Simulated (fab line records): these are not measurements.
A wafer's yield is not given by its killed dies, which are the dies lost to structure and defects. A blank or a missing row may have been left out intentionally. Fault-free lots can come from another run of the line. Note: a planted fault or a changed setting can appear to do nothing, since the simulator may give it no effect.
Split-lot experiment ; flow n5_finfet ; 39 wafers read from 7 lots, route of 1938 steps

== THE SPLIT ==
At N5_BEOL_M8_ETCH_66 (etches SOC in N2/H2, target depth 80 nm, overetch 16 nm, time 120 s), the setting target_depth_a was moved away from the recipe's 800 angstrom on 9 of the 39 wafers read, by -57.8% to +49.5%. For the rest of the wafers, this setting stayed at what the recipe calls for.

== FROM THE SPLIT TO THE READING: what the file shows between them, 2 steps ==
- N5_BEOL_M8_STRIP_69: strips in N2/H2
- N5_BEOL_M8_STRIP_73: strips in N2/H2

== THE READING ==
BEOL_M8.cd_nm (the simulator's own value, which no gauge read), in nm, at N5_BEOL_M8_VIA_ETCH_34 (etches SiCOH lowk in C4F6/O2, target depth 125.5 nm, time 50.5 s). The file gives no usual value for it. Average 39.9 nm, standard deviation 0.18 nm, over the 30 wafers here run with the recipe.

wafer;tool, chamber at the split;target_depth_a as run, angstrom;against the recipe;BEOL_M8.cd_nm, nm;against lot-mates on the recipe
L077.1;rie_diel-03, 2;800;recipe;40;-
L077.2;rie_diel-03, 0;800;recipe;39.8;-
L077.3;rie_diel-03, 3;1014;+26.8%;40.4;+0.4
L077.4;rie_diel-03, 1;800;recipe;40.2;-
L077.5;rie_diel-03, 1;1014;+26.8%;40.6;+0.6
L077.6;rie_diel-03, 2;1014;+26.8%;40.6;+0.6
L082.1;rie_diel-03, 2;800;recipe;40.2;-
L082.5;rie_diel-03, 1;800;recipe;40.2;-
L082.6;rie_diel-03, 0;800;recipe;40.2;-
L082.2;rie_diel-03, 3,1;800;recipe;39.8;-
L082.3;rie_diel-03, 3,1;800;recipe;40;-
L082.4;rie_diel-03, 0;800;recipe;40;-
L083.1;rie_diel-06, 0;800;recipe;39.6;-
L083.6;rie_diel-06, 1;800;recipe;39.6;-
L083.2;rie_diel-06, 3;338;-57.8%;39;-0.7
L083.3;rie_diel-06, 1;800;recipe;39.8;-
L083.4;rie_diel-06, 0;338;-57.8%;38.4;-1.3
L083.5;rie_diel-06, 3;338;-57.8%;38.8;-0.9
L087.1;rie_diel-03, 3,2;800;recipe;39.8;-
L087.5;rie_diel-03, 3,2;800;recipe;39.8;-
L087.6;rie_diel-03, 3,2;800;recipe;39.8;-
L087.2;rie_diel-03, 1;800;recipe;40.2;-
L087.3;rie_diel-03, 3,2;800;recipe;40;-
L087.4;rie_diel-03, 1;800;recipe;40;-
L088.1;rie_diel-03, 0;800;recipe;40;-
L088.2;rie_diel-03, 3,2;1196;+49.5%;40.8;+1.0
L088.6;rie_diel-03, 3,2;1196;+49.5%;40.8;+1.0
L088.3;rie_diel-03, 1;1196;+49.5%;41;+1.2
L088.4;rie_diel-03, 2;800;recipe;39.6;-
L088.5;rie_diel-03, 1;800;recipe;39.8;-
L094.1;rie_diel-05, 2;800;recipe;39.8;-
L094.5;rie_diel-05, 3;800;recipe;39.8;-
L094.4;rie_diel-05, 0;800;recipe;39.6;-
L096.1;rie_diel-06, 2,1;800;recipe;39.8;-
L096.2;rie_diel-06, 0,3,1,0;800;recipe;39.8;-
L096.4;rie_diel-06, 0,3,1,0;800;recipe;39.8;-
L096.5;rie_diel-06, 0,3,1,0;800;recipe;39.8;-
L096.6;rie_diel-06, 2,1;800;recipe;39.8;-
L096.3;rie_diel-06, 0,3,1,0;800;recipe;40;-
The file does not say which wafer passed through which chamber wherever a row lists several chambers: such a row stands for several wafers.

FIT RESULTS
A straight line over all 39 wafers: BEOL_M8.cd_nm changes by +0.0203 nm for each +1% of target_depth_a; r = +0.93; the points scatter about the line by 0.19 nm.
The same after taking each lot's own level away (the mean of its wafers on the recipe; 39 wafers): +0.0185 nm for each +1%; r = +0.94; scatter 0.15 nm.
According to that fit, moving target_depth_a by its largest amount changes the reading by 1.1 nm.
From 39.67 to 40.07 nm: that is the span of the lots' own levels, equal to 2.2 times the standard deviation above.
Consequently the slope shifts little with the lot-to-lot level, the two slopes agreeing.
Check: for one of the wafers moved furthest among these (-57.8%), held out of the fit, the line's prediction against its lot-mates is -1.14 nm. Against them it came out at -0.667 nm.

== THESE WAFERS: OTHER SPLITS ==
These wafers also went through other splits before the reading. Each is held against what the fit with the lots' levels taken away leaves over:
other split on the same wafers;wafers away from the commonest value;r with BEOL_M8.cd_nm (lot level and that fit taken away)
N5_BEOL_M7_TRENCH_ETCH_37 target_depth_a;15;+0.03

== THE WHOLE CHAIN: every reading that the file lists as answering this split, in the file's order ==
step;what it does;reading;change (the file's fit);r (the file's)
N5_BEOL_M8_ETCH_66;etches SOC in N2/H2, target depth 80 nm, overetch 16 nm, time 120 s;SiARC_of_BEOL_M8_COAT_64.thk_nm (the simulator's own value, which no gauge read);-0.0463 nm for each +1% of the setting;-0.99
N5_BEOL_M8_ETCH_66;etches SOC in N2/H2, target depth 80 nm, overetch 16 nm, time 120 s;BEOL_M8.cd_nm (the simulator's own value, which no gauge read);+0.0209 nm for each +1% of the setting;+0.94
N5_BEOL_M8_VIA_ETCH_34;etches SiCOH lowk in C4F6/O2, target depth 125.5 nm, time 50.5 s;BEOL_M8.cd_nm (the simulator's own value, which no gauge read);+0.0186 nm for each +1% of the setting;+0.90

== FILE'S OWN FIT ==
BEOL_M8.cd_nm changes by +0.0186 nm for each +1% of target_depth_a, r = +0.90.
